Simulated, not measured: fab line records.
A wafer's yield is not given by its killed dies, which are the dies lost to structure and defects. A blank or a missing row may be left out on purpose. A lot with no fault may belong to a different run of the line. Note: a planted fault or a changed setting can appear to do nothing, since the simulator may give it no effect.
8D (eight disciplines) problem report, filled in by code :: flow n5_finfet :: the parts of the form that need people (team, actions taken, sign-off) are left out

## 1. WHAT WENT WRONG
bias_w at N5_BEOL_M15_ETCH_61 reads a mean of 144.6 W on 2 wafers of 2 lots; wafers without a fault read 150.0 W with a standard deviation of 0.45. Measured from the usual mean, that is -12 standard deviations.
The step: etches BARC in N2/H2, target depth 89 nm, overetch 26.7 nm, time 67.9 s.
First seen on wafer L752.5, day 14 11:25, on rie_diel-03. Wafers with a number at this step in the record: 31, from 11 lots. Rule for "out", or "out of limits": more than 4 standard deviations from the usual mean. The rest of the wafers with a number are treated as sound.

## 2. WHAT IT IS; WHAT IT IS NOT
question: which readings at this step
is: bias_w, rf_vpp_V
is not: drypump_motor_current_A, oes_product_au, showerhead_plenum_p_Torr, throttle_valve_pct

question: which lots
is: L752, L753
is not: L742, L744, L745, L746, L748, L759, L760, L762, L763

question: which wafers of those lots
is: L752.5, L753.3
is not: L752.1, L752.3, L753.1, L753.6

question: read on which tools
is: rie_diel-03
is not: rie_diel-01

question: when
is: from day 14 11:25
is not: up to then (16 sound wafers); but 13 sound wafers of L753, L759, L760, L762, L763 came after

## 3. THE SUSPECTS, EACH WITH WHAT RULES IT OUT
Counting: a tool at a process step up to the reading stays a suspect if it ran every lot that is out. Sound lots after the first of them don't rule it out here, since some wafers of a struck lot are sound.
- rie_diel-01 at N5_BEOL_M15_STRIP_63 (strips in O2): kept. It ran every lot that is out, first L752 (day 14 10:28). N5_BEOL_M15_STRIP_63 gives no start for some lots, so the hours and the order of its lots are those of N5_BEOL_M15_ETCH_57.
- rie_diel-03 at N5_BEOL_M15_ETCH_61 (etches BARC in N2/H2, target depth 89 nm, overetch 26.7 nm, time 67.9 s): kept. It processed each lot that is out (first: L752, day 14 11:25); up to then, its last sound lot is L744 (day 13 21:05). Out on those wafers are its own readings of bias_w, rf_vpp_V.
- Within rie_diel-03 at N5_BEOL_M15_ETCH_61: the wafers that are out ran in chamber 0; their sound lot-mates ran in chambers 2, 3.
Remaining after the count are rie_diel-01 at N5_BEOL_M15_STRIP_63 and rie_diel-03 at N5_BEOL_M15_ETCH_61.

## 4. THE CAUSE (what the simulator had put in)
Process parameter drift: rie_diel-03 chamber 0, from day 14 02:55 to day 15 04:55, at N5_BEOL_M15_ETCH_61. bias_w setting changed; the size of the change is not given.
2 suspects survive the count, and this tool is in that group.

## 5. THE CHAIN OF EFFECTS, in route order
One row per reading whose mean, taken over the struck wafers that have a number, lies over 3 standard deviations from the usual. Readings are gone through only where the record gives a usual standard deviation; hours: the median, over the lots, of the time from a lot's start at the first step in this table giving one to that lot's start at this step; sigmas: the change measured in usual standard deviations.
hours: 0
step: N5_BEOL_M15_ETCH_61
reading: bias_w
usual: 150.0 W
on struck wafers: 144.6
change: -5.4
sigmas: -12

hours: 0
step: N5_BEOL_M15_ETCH_61
reading: rf_vpp_V
usual: 523.9 V
on struck wafers: 511.3
change: -12.6
sigmas: -5.2
Process steps it contains:
- N5_BEOL_M15_ETCH_61: etches BARC in N2/H2, target depth 89 nm, overetch 26.7 nm, time 67.9 s.

## 6. WHAT WOULD HAVE CAUGHT IT SOONER
First out-of-limits reading in this record: day 14 11:25, which is 8 hours after fault onset at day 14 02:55.
